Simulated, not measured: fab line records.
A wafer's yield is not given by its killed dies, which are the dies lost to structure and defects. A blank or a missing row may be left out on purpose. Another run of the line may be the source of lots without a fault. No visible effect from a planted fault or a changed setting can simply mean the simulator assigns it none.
Which of the tools did it? + flow nand-harc + 6 lots with 16 wafers sampled at 5 steps, on a route of 1302 steps

== WHAT EACH GAUGE READ, for each wafer ==
NHARC_P_GATE_INSPECT_68.
| lot  | measured     | on                | raw-defect-count |
|------|--------------|-------------------|------------------|
| L551 | day 6 07:31  | defect-inspect-01 | 154 206 168      |
| L557 | day 8 11:57  | defect-inspect-01 | 1169 1190        |
| L564 | day 11 23:55 | defect-inspect-02 | 247 160 202      |
| L566 | day 12 13:54 | defect-inspect-01 | 507 182 177      |
| L569 | day 13 23:25 | defect-inspect-02 | 349 293 237      |
| L573 | day 15 04:02 | defect-inspect-01 | 161 157 160      |

== TOOL THAT RAN EACH LOT (tool first, then ch and the chambers of the sampled wafers, then the start) ==
| lot  | NHARC_P_GATE_STRIP_75                | NHARC_P_GATE_STRIP_112               | NHARC_P_GATE_RTA_80              | NHARC_P_GATE_RTA_82              |
|------|--------------------------------------|--------------------------------------|----------------------------------|----------------------------------|
| L551 | plasma-asher-01 ch 0,1, day 6 01:14  | plasma-asher-01 ch 0,1, day 6 02:50  | rtp-anneal-02 ch 0, day 6 06:38  | rtp-anneal-02 ch 0, day 6 07:19  |
| L557 | plasma-asher-02 ch 1, day 8 06:19    | plasma-asher-02 ch 1, day 8 07:53    | rtp-anneal-01 ch 0, day 8 11:26  | rtp-anneal-01 ch 0, day 8 11:53  |
| L564 | plasma-asher-02 ch 0,1, day 11 18:28 | plasma-asher-02 ch 0,1, day 11 19:51 | rtp-anneal-02 ch 0, day 11 23:19 | rtp-anneal-01 ch 0, day 11 23:47 |
| L566 | plasma-asher-01 ch 0,1, day 12 07:58 | plasma-asher-02 ch 0,1, day 12 09:25 | rtp-anneal-01 ch 0, day 12 13:14 | rtp-anneal-01 ch 0, day 12 13:42 |
| L569 | plasma-asher-02 ch 0,1, day 13 17:43 | plasma-asher-01 ch 0,1, day 13 19:13 | rtp-anneal-02 ch 0, day 13 22:47 | rtp-anneal-01 ch 0, day 13 23:14 |
| L573 | plasma-asher-02 ch 0,1, day 14 22:27 | plasma-asher-01 ch 0,1, day 14 23:55 | rtp-anneal-01 ch 0, day 15 03:23 | rtp-anneal-01 ch 0, day 15 03:51 |
- NHARC_P_GATE_STRIP_75: strips in O2.
- NHARC_P_GATE_STRIP_112: strips in N2/H2, time 200 s.
- NHARC_P_GATE_RTA_80: time 30 s.
- NHARC_P_GATE_RTA_82: time 30 s.

== THE ANSWER, worked out from the rows above alone ==
Rule: the usual values come from the lots themselves. Put in order of their means at a reading, lots are off if they are a third of the lots or fewer, leave a main group of 4 or more, and stand apart from it by a gap of 3 or more times the standard deviation of the main group's means; of several such gaps the widest counts. A main group whose means are all the same, to the digits that the tables above print for the reading, isn't used. A lot without any number at a reading at which 4 lots or more have one is off too. Where the step has rows for the other lots, those lots are counted as sound.
Off at NHARC_P_GATE_INSPECT_68 (raw-defect-count): L557. Mean 224 and standard deviation 56 in the main group.
If a tool, at a process step before that reading, ran all the lots that are off and no sound lot after the first of them, it fits. Those tools and the gauges at NHARC_P_GATE_INSPECT_68 are tried in the same way. None of those tried fits.

== WHAT HAD BEEN PUT IN BY THE SIMULATOR ==
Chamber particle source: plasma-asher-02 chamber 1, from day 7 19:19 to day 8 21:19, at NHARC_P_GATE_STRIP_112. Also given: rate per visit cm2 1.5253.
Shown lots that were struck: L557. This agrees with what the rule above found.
